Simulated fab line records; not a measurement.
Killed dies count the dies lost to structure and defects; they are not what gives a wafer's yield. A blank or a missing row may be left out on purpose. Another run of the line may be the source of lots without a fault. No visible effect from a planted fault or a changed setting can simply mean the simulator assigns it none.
The same fault as seen by 2 desks + flow nandHarc + each desk has only its own numbers; what lay behind them comes last

FOR THE TOOL OWNER'S DESK: pvdSputter-03
The tool's own readings at NHARC_THIN_TSV_PVD_51 (deposits Cu, target thk 100 nm): means of the sampled wafers that have a number, for each lot that ran on this tool. If a lot's mean is further than 4 standard deviations from the usual mean, the lot is out of limits and carries the mark OUT (the distance appears in the brackets).
Columns: A = throttleValvePct at NHARC_THIN_TSV_PVD_51, usual 30.2 %
| lot  | first seen here | A    |
|------|-----------------|------|
| L626 | day 25 02:59    | 30.8 |
| L629 | day 25 06:38    | 31.0 |
| L633 | day 27 17:04    | 30.0 |
| L635 | day 27 18:10    | 30.0 |
| L637 | day 27 20:40    | 31.0 |
| L638 | day 28 13:14    | 29.8 |
This desk's finding: nothing out of limits on any of the 6 lots.

METROLOGY DESK
Means of the sampled wafers that have a number, per lot and without regard to the tool the lot ran on: this is what the gauges read. If a lot's mean is further than 4 standard deviations from the usual mean, the lot is out of limits and carries the mark OUT (the distance appears in the brackets).
Columns: A = overlayXNm at NHARC_HYBRID_BOND_OVL_MEAS_05, usual 2 nm; B = overlayYNm at NHARC_HYBRID_BOND_OVL_MEAS_05, usual -3 nm
| lot  | first seen here | A   | B   |
|------|-----------------|-----|-----|
| L626 | day 23 20:06    | 6   | -39 |
| L629 | day 24 11:09    | -6  | 9   |
| L630 | day 26 02:43    | -8  | -6  |
| L632 | day 26 20:22    | 31  | -1  |
| L633 | day 27 11:04    | -12 | 11  |
| L635 | day 27 11:04    | -19 | -24 |
| L637 | day 27 14:42    | -20 | 12  |
| L636 | day 28 03:00    | 23  | -23 |
| L638 | day 28 07:34    | -35 | -18 |
This desk's finding: nothing out of limits on any of the 9 lots.

BROUGHT TOGETHER
The desk of the tool owner found nothing out of limits.
From the metrology desk's view, nothing was out of limits.

WHAT THE SIMULATOR HAD PUT IN
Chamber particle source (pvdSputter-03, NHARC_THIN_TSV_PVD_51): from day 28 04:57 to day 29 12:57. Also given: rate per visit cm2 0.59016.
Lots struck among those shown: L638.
